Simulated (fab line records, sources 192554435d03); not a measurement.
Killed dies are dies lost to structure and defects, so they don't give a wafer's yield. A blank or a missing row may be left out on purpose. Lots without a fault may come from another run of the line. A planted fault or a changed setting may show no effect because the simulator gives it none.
Which tool did it? | flow n5_finfet | 12 lots, 36 wafers sampled, at 3 steps of a route of 1938

WHAT THE GAUGES READ, wafer by wafer
N5_MIM_TOP_LITHO_CD_MEAS_08: target cd 2000 nm. Usual: cd_nm 1999.3 nm, standard deviation 1.7.
lot  | measured     | on        | cd_nm (nm)           | flag
L152 | day 12 17:59 | cd_sem-01 | 1998.1 2001.4 1997.4 |
L150 | day 13 00:30 | cd_sem-01 | 1999.9 1999.5 1998.7 |
L153 | day 13 07:37 | cd_sem-01 | 1997.4 1998.6 1997.3 |
L151 | day 13 16:36 | cd_sem-01 | 2000.5 2001.2 2000.5 |
L158 | day 14 18:05 | cd_sem-01 | 2000.4 1998.8 2002.6 |
L155 | day 15 01:01 | cd_sem-03 | 1996.7 1995.1 1999.1 |
L165 | day 15 18:52 | cd_sem-02 | 1998.5 1997.3 1996.7 |
L166 | day 16 21:20 | cd_sem-01 | 2002.7 2000.8 2000.8 |
L172 | day 19 08:47 | cd_sem-03 | 2000.5 2002.1 2002.2 |
L168 | day 18 14:55 | cd_sem-01 | 2001.0 1999.5 2001.4 |
L171 | day 19 08:55 | cd_sem-02 | 1999.0 1997.3 1999.1 |
L170 | day 19 10:10 | cd_sem-02 | 1997.3 2000.2 1997.9 |

WHICH TOOL RAN EACH LOT (tool, then ch and the chambers of the sampled wafers, then the start)
lot  | N5_BEOL_M9_HM_OPEN_17             | N5_BEOL_M15_SPUTTER_43
L152 | rie_metal-02 ch 0,1, day 10 14:38 | pvd_sputter-02, day 12 12:38
L150 | rie_metal-03 ch 1, day 10 19:44   | pvd_sputter-02, day 12 18:49
L153 | rie_metal-01 ch 0,1, day 11 02:03 | pvd_sputter-03, day 13 03:45
L151 | rie_metal-01 ch 0,1, day 11 02:34 | pvd_sputter-01, day 13 06:40
L158 | rie_metal-01 ch 0,1, day 12 14:46 | pvd_sputter-01, day 14 13:52
L155 | rie_metal-01 ch 0,1, day 12 15:43 | pvd_sputter-02, day 14 19:55
L165 | rie_metal-03 ch 0,1, day 13 22:31 | pvd_sputter-03, day 15 14:33
L166 | rie_metal-03 ch 1, day 14 21:08   | pvd_sputter-03, day 16 15:05
L172 | rie_metal-03 ch 0,1, day 16 16:58 | pvd_sputter-03, day 18 22:44
L168 | rie_metal-01 ch 0,1, day 16 17:33 | pvd_sputter-02, day 18 10:04
L171 | rie_metal-03 ch 0,1, day 16 22:52 | pvd_sputter-01, day 18 22:59
L170 | rie_metal-03 ch 0,1, day 17 03:04 | pvd_sputter-01, day 19 01:41
- N5_BEOL_M9_HM_OPEN_17: chemistry Cl2/BCl3, target TiN, target depth 20 nm, overetch 6 nm.
- N5_BEOL_M15_SPUTTER_43: material TaN, target thk 15 nm, time 24.19 s.

WHAT THE TOOLS THEMSELVES READ (means of the sampled wafers that have a number; where no wafer has one, the mark that the record gives instead)
N5_BEOL_M9_HM_OPEN_17. Usual: bcl3_flow_sccm 21.73 sccm, standard deviation 0.065; drypump_motor_current_A 5.9 A, standard deviation 0.64; mfc_cl2_sccm 53.22 sccm, standard deviation 0.16; oes_product_au 0.69 a.u., standard deviation 0.081; throttle_valve_pct 22.2 %, standard deviation 0.42.
lot  | tool         | bcl3_flow_sccm (sccm) | drypump_motor_current_A (A) | mfc_cl2_sccm (sccm) | oes_product_au (a.u.) | throttle_valve_pct (%) | flag
L152 | rie_metal-02 | 21.73                 | 6.2                         | 53.46               | 0.65                  | 22.3                   |
L150 | rie_metal-03 | 21.74                 | 5.3                         | 52.94               | 0.81                  | 22.3                   |
L153 | rie_metal-01 | 21.74                 | 5.7                         | 53.17               | 0.63                  | 22.6                   |
L151 | rie_metal-01 | 21.73                 | 5.7                         | 53.36               | 0.63                  | 22.6                   |
L158 | rie_metal-01 | 21.79                 | 5.7                         | 53.16               | 0.63                  | 22.6                   |
L155 | rie_metal-01 | 21.78                 | 5.7                         | 53.14               | 0.62                  | 22.5                   |
L165 | rie_metal-03 | 21.82                 | 5.8                         | 53.38               | 0.75                  | 22.1                   |
L166 | rie_metal-03 | 21.66                 | 5.3                         | 53.22               | 0.77                  | 22.4                   |
L172 | rie_metal-03 | 21.72                 | 6.2                         | 53.10               | 0.72                  | 21.9                   |
L168 | rie_metal-01 | 21.78                 | 5.7                         | 53.11               | 0.60                  | 22.6                   |
L171 | rie_metal-03 | 21.76                 | 5.8                         | 53.41               | 0.73                  | 22.1                   |
L170 | rie_metal-03 | 21.77                 | 6.3                         | 53.22               | 0.71                  | 21.9                   |

N5_BEOL_M15_SPUTTER_43. Usual: throttle_valve_pct 29.3 %, standard deviation 1.1.
lot  | tool           | throttle_valve_pct (%) | flag
L152 | pvd_sputter-02 | 27.6                   |
L150 | pvd_sputter-02 | 29.2                   |
L153 | pvd_sputter-03 | 30.0                   |
L151 | pvd_sputter-01 | 29.6                   |
L158 | pvd_sputter-01 | 29.0                   |
L155 | pvd_sputter-02 | 29.2                   |
L165 | pvd_sputter-03 | 29.4                   |
L166 | pvd_sputter-03 | 29.7                   |
L172 | pvd_sputter-03 | 29.1                   |
L168 | pvd_sputter-02 | 29.2                   |
L171 | pvd_sputter-01 | 30.2                   |
L170 | pvd_sputter-01 | 29.2                   |

THE ANSWER, worked out from the rows above alone
Rule: a lot is off if the mean of its wafers that have a number lies more than 3 standard deviations from the usual mean. A lot without any number at a reading at which 4 lots or more have one is off too. The other lots that the step has rows for count as sound. The gauges are gone through in route order, then the tools' own readings, and for those a lot's mean is taken as printed above. The first step at which some lot is off is used, and at that step the reading that is off furthest; a lot without a number counts as furthest.
No lot is off at any reading shown: from this, nothing can be told.

WHAT THE SIMULATOR HAD PUT IN
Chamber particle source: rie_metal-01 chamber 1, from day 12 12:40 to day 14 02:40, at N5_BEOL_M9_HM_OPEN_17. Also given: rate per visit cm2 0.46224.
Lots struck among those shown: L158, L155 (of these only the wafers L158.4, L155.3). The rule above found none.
